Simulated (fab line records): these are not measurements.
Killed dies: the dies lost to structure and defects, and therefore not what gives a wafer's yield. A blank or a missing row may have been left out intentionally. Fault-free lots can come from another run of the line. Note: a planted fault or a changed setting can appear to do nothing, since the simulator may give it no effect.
Struck lot and sound lot, side by side + flow nand-harc + 15 out of 1159 route steps
Sound: the wafers L754.3, L754.4, L754.5. Struck: wafer L774.3. (L774.2, L774.6 of the same lot were not struck and are left out.) The cause comes at the end.
Per side, at each step with rows, come the tool, then ch with its chambers, and then its first start. Under that, the readings that differ: sound wafers + struck wafers + difference of the means + sigmas: that difference in standard deviations of wafers without a fault.
alike: words and numbers the same on both sides, and readings whose means are apart by under 2 such deviations; not compared: readings that were withheld, readings missing a value for some wafer, numbers with overlapping values and no deviation given by the record, and bounds like >300 which may hide the same value.
A row with sigmas, a row that says differs or no value, or rows on one side alone: a step with any of these is where the two part. When numbers do not overlap yet have no deviation, they are printed without sigmas and do not part them. Lack of a reading on every wafer of one side parts them only where that side has two or more wafers.

NHARC_A_CHANNEL_HOLE_D1_ETCH_19: etches the open film in C4F8/O2/Ar, time 34.5 s.
  sound on har-etch-02 ch 0,1, day 8 20:58; struck on har-etch-02 ch 0, day 13 20:38
| reading                         | sound          | struck | difference | sigmas |
|---------------------------------|----------------|--------|------------|--------|
| showerhead-plenum-p-Torr (Torr) | 3.69 3.92 3.92 | 3.66   | -0.18      | -2     |
  alike: chamber-pressure-mTorr, drypump-motor-current-A, esc-clamp-current-uA, o2-flow-sccm, run-length-s, throttle-valve-pct
  not compared: rf-hours-counter-h
then, 2 steps without rows for these wafers: NHARC_A_CHANNEL_HOLE_D1_ETCH_20 (etches the open film in C4F8/O2/Ar, time 361.9 s, target depth 1600 nm); NHARC_A_CHANNEL_HOLE_D1_ETCH_21 (etches the open film in C4F8/O2/Ar, time 514.3 s, target depth 1600 nm).
NHARC_A_CHANNEL_HOLE_D1_ETCH_22: etches the open film in C4F8/O2/Ar, time 666.7 s, target depth 1600 nm.
  sound on har-etch-02 ch 0,1, day 8 21:59; struck on har-etch-02 ch 0, day 13 21:34
| reading                         | sound          | struck | difference | sigmas |
|---------------------------------|----------------|--------|------------|--------|
| showerhead-plenum-p-Torr (Torr) | 3.65 3.87 3.87 | 3.62   | -0.18      | -2     |
  alike: chamber-pressure-mTorr, drypump-motor-current-A, esc-clamp-current-uA, o2-flow-sccm, throttle-valve-pct
  not compared: rf-hours-counter-h, run-length-s
then, 1 step without rows for these wafers: NHARC_A_CHANNEL_HOLE_D1_ETCH_23 (etches the open film in C4F8/O2/Ar, time 819 s, target depth 1600 nm).
NHARC_A_CHANNEL_HOLE_D1_ETCH_24: etches the open film in C4F8/O2/Ar, time 906.2 s, target depth 1500 nm.
  sound on har-etch-02 ch 0,1, day 8 23:20; struck on har-etch-02 ch 0, day 13 22:51
| reading                         | sound          | struck | difference | sigmas |
|---------------------------------|----------------|--------|------------|--------|
| showerhead-plenum-p-Torr (Torr) | 3.65 3.87 3.87 | 3.62   | -0.18      | -2     |
  alike: chamber-pressure-mTorr, drypump-motor-current-A, esc-clamp-current-uA, o2-flow-sccm, throttle-valve-pct
  not compared: rf-hours-counter-h, run-length-s
then, 2 steps without rows for these wafers: NHARC_A_CHANNEL_HOLE_D1_ETCH_25 (etches the open film in C4F8/O2/Ar, time 1040.2 s, target depth 1500 nm); NHARC_A_CHANNEL_HOLE_D1_ETCH_26 (etches the open film in C4F8/O2/Ar, time 224.1 s, target depth 300 nm).
NHARC_A_CHANNEL_HOLE_D1_ETCH_33: etches the open film in C4F8/O2/Ar, time 90 s, target depth 400 nm.
  sound on har-etch-02 ch 0,1, day 9 00:59; struck on har-etch-02 ch 0, day 14 00:36
| reading                         | sound          | struck | difference | sigmas |
|---------------------------------|----------------|--------|------------|--------|
| showerhead-plenum-p-Torr (Torr) | 3.69 3.92 3.92 | 3.66   | -0.18      | -2     |
  alike: chamber-pressure-mTorr, drypump-motor-current-A, esc-clamp-current-uA, o2-flow-sccm, run-length-s, throttle-valve-pct
  not compared: rf-hours-counter-h
then, 3 steps without rows for these wafers: NHARC_A_CHANNEL_HOLE_D1_STRIP_41 (strips in N2/H2); NHARC_A_CHANNEL_HOLE_D1_STRIP_42 (strips in CF4/CHF3); NHARC_A_CHANNEL_HOLE_D1_STRIP_43 (strips in O2/COS).
NHARC_A_CHANNEL_HOLE_D1_ETCH_44: etches the open film in CF4/O2, target depth 140 nm, overetch 14 nm, time 77 s.
  sound on rie-diel-10 ch 2,3, day 9 01:40; struck on rie-diel-05 ch 0, day 14 01:19
| reading          | sound          | struck | difference | sigmas |
|------------------|----------------|--------|------------|--------|
| run-length-s (s) | 98.7 98.5 98.4 | 87.9   | -10.6      | -28    |
  alike: chamber-pressure-mTorr, drypump-motor-current-A, o2-flow-sccm, oes_f_703_au, oes-product-au, rf-vpp-V, showerhead-plenum-p-Torr, throttle-valve-pct
  not compared: rf-hours-counter-h
NHARC_A_CHANNEL_HOLE_D1_STRIP_27: strips in O2.
  sound: rie-diel-10 ch 2,3; struck: rie-diel-05 ch 2
  alike: chamber-pressure-mTorr, drypump-motor-current-A, o2-flow-sccm, oes-product-au, rf-vpp-V, showerhead-plenum-p-Torr, throttle-valve-pct
  not compared: rf-hours-counter-h
-- jump in the record: it breaks off in module A_CHANNEL_HOLE_D1 and resumes in module END (first step shown: number 1159 of the route), and 11 days separate the struck wafers' starts before and after --
NHARC_END_SORT_01:
  the record has rows for the struck wafers here (prober-02 ch 0, day 25 00:08) and none for the sound ones

## WHERE THEY PART
First at NHARC_A_CHANNEL_HOLE_D1_ETCH_19; last, within this record, at NHARC_END_SORT_01.

WHY: the cause the simulator had injected
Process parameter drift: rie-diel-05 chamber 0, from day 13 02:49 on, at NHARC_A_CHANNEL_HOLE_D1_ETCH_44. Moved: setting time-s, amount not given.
